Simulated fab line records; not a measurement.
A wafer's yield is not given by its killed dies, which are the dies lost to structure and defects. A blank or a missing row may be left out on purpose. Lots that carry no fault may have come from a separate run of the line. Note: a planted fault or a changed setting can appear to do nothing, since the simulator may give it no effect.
Which tool did it?    flow n5Finfet    Sampling: 9 lots, 27 wafers, 4 of 1938 route steps

== WHAT THE GAUGES READ, wafer by wafer ==
N5_BEOL_M5_INSPECT_30: inspects for defects (brightfield).
lot   measured      on                rawDefectCount
L274  day 9 14:35   defectInspect-01  505 441 338
L278  day 10 19:53  defectInspect-02  481 451 429
L276  day 11 08:16  defectInspect-02  236 297 220
L280  day 11 11:38  defectInspect-01  359 445 270
L285  day 13 08:26  defectInspect-02  412 228 339
L286  day 14 04:11  defectInspect-02  269 663 407
L289  day 14 09:55  defectInspect-02  334 406 302
L290  day 15 03:15  defectInspect-02  415 357 369
L292  day 15 12:19  defectInspect-02  331 306 370

== TOOL THAT RAN EACH LOT (tool first, then ch and the chambers of the sampled wafers, then the start) ==
lot   N5_BEOL_M5_DESCUM_16               N5_BEOL_M5_ETCH_62                 N5_BEOL_M5_STRIP_19
L274  rieDiel-03 ch 0,1,2, day 9 10:46   rieDiel-03 ch 0,1,2, day 9 10:50   rieDiel-01 ch 0,1,2, day 9 11:13
L278  rieDiel-03 ch 0,1,3, day 10 17:45  rieDiel-03 ch 0,1,3, day 10 17:49  rieDiel-01 ch 0,3, day 10 18:06
L276  rieDiel-01 ch 0,1,3, day 11 06:47  rieDiel-01 ch 0,1,3, day 11 06:52  rieDiel-01 ch 1,3, day 11 07:47
L280  rieDiel-01 ch 0,2,3, day 11 10:25  rieDiel-01 ch 0,2,3, day 11 10:30  rieDiel-01 ch 0,2,3, day 11 11:07
L285  rieDiel-02 ch 0,1, day 13 06:49    rieDiel-02 ch 0,1, day 13 06:53    rieDiel-01 ch 1,3, day 13 07:10
L286  rieDiel-03 ch 0,2,3, day 14 02:35  rieDiel-03 ch 0,2,3, day 14 02:40  rieDiel-01 ch 0,1, day 14 02:57
L289  rieDiel-02 ch 0,1,3, day 14 08:49  rieDiel-02 ch 0,1,3, day 14 08:54  rieDiel-01 ch 0,2, day 14 09:10
L290  rieDiel-02 ch 0,1,3, day 14 23:13  rieDiel-02 ch 0,1,3, day 14 23:17  rieDiel-02 ch 0,2,3, day 15 00:19
L292  rieDiel-02 ch 0,2,3, day 15 08:55  rieDiel-02 ch 0,2,3, day 15 08:59  rieDiel-01 ch 1,2, day 15 09:24
- N5_BEOL_M5_DESCUM_16: chemistry O2, time 7 s.
- N5_BEOL_M5_ETCH_62: etches SOC in N2/H2, target depth 75 nm, overetch 15 nm, time 112.5 s.
- N5_BEOL_M5_STRIP_19: strips in O2.

== THE ANSWER, worked out from the rows above alone ==
Rule: the lots themselves supply what counts as usual. Put in order of their means at a reading, lots are off if they are a third of the lots or fewer, leave a main group of 4 or more, and stand apart from it by a gap of 3 or more times the standard deviation of the main group's means; of several such gaps the widest counts. A main group whose means are all the same, to the digits that the tables above print for the reading, isn't used. Also off: a lot with no number at a reading for which 4 or more lots have one. Where the step has rows for the other lots, those lots are counted as sound.
No lot is off on any of the readings shown, so nothing can be concluded from this.

== WHAT THE SIMULATOR HAD PUT IN ==
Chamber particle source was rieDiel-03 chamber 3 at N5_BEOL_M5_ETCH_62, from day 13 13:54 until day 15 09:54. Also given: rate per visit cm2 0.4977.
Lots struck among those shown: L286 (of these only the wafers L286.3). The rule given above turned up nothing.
